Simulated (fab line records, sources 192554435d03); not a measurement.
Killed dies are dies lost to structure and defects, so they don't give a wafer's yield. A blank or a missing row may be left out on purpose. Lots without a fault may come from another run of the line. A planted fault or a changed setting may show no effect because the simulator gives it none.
Which tool did it? | flow n5_finfet | 11 lots, 33 wafers sampled, at 3 steps of a route of 1938

WHAT THE GAUGES READ, wafer by wafer
N5_BEOL_M14_CD_MEAS_28: target cd 284.4 nm.
lot  | measured     | on        | cd_nm (nm)
L402 | day 10 14:37 | cd_sem-03 | 284.8 285.0 286.1
L404 | day 11 07:54 | cd_sem-01 | 280.9 283.8 281.6
L406 | day 11 17:23 | cd_sem-02 | 280.7 282.7 280.6
L408 | day 12 16:54 | cd_sem-01 | 287.7 284.4 284.7
L411 | day 13 16:14 | cd_sem-02 | 283.6 283.6 283.9
L414 | day 13 20:31 | cd_sem-03 | 284.8 284.0 284.8
L416 | day 14 15:56 | cd_sem-03 | 282.7 283.7 281.1
L418 | day 15 11:27 | cd_sem-03 | 285.2 284.4 286.6
L422 | day 16 03:50 | cd_sem-02 | 285.8 287.1 283.0
L424 | day 16 10:52 | cd_sem-01 | 279.4 282.2 281.4
L423 | day 16 12:01 | cd_sem-01 | 283.0 282.4 284.4

WHICH TOOL RAN EACH LOT (tool, then ch and the chambers of the sampled wafers, then the start)
lot  | N5_BEOL_M13_DEP_53              | N5_BEOL_M14_ILD_DEP_00
L402 | pecvd-02 ch 1,2, day 10 12:59   | pecvd-03 ch 0,1,2, day 10 13:07
L404 | pecvd-03 ch 0,1,2, day 11 05:25 | pecvd-02 ch 0,2, day 11 05:32
L406 | pecvd-04 ch 1,2, day 11 15:38   | pecvd-03 ch 0,1,2, day 11 15:46
L408 | pecvd-03 ch 0,1,2, day 12 15:18 | pecvd-02 ch 1,2, day 12 15:26
L411 | pecvd-03 ch 0,1,2, day 13 14:20 | pecvd-03 ch 0,1,2, day 13 14:28
L414 | pecvd-02 ch 0,2, day 13 18:49   | pecvd-02 ch 0,2, day 13 18:56
L416 | pecvd-04 ch 0,2, day 14 14:28   | pecvd-03 ch 0,1,2, day 14 14:35
L418 | pecvd-03 ch 0,1,2, day 15 09:51 | pecvd-02 ch 0,1, day 15 09:59
L422 | pecvd-02 ch 0,1,2, day 16 02:05 | pecvd-01 ch 1,2, day 16 02:13
L424 | pecvd-02 ch 0,1,2, day 16 09:15 | pecvd-01 ch 0,1,2, day 16 09:23
L423 | pecvd-03 ch 0,1, day 16 10:25   | pecvd-01 ch 0,2, day 16 10:32
- N5_BEOL_M13_DEP_53: deposits SiCN from 3MS/NH3, target thk 50 nm, time 17.8 s.
- N5_BEOL_M14_ILD_DEP_00: deposits SiO2 from TEOS/O2, target thk 1119.3 nm, time 237.4 s.

THE ANSWER, worked out from the rows above alone
Rule: what is usual is taken from the lots themselves. Put in order of their means at a reading, lots are off if they are a third of the lots or fewer, leave a main group of 4 or more, and stand apart from it by a gap of 3 or more times the standard deviation of the main group's means; of several such gaps the widest counts. A main group whose means are all the same, to the digits that the tables above print for the reading, isn't used. A lot without any number at a reading at which 4 lots or more have one is off too. The other lots that the step has rows for count as sound.
No lot is off at any reading shown: from this, nothing can be told.

WHAT THE SIMULATOR HAD PUT IN
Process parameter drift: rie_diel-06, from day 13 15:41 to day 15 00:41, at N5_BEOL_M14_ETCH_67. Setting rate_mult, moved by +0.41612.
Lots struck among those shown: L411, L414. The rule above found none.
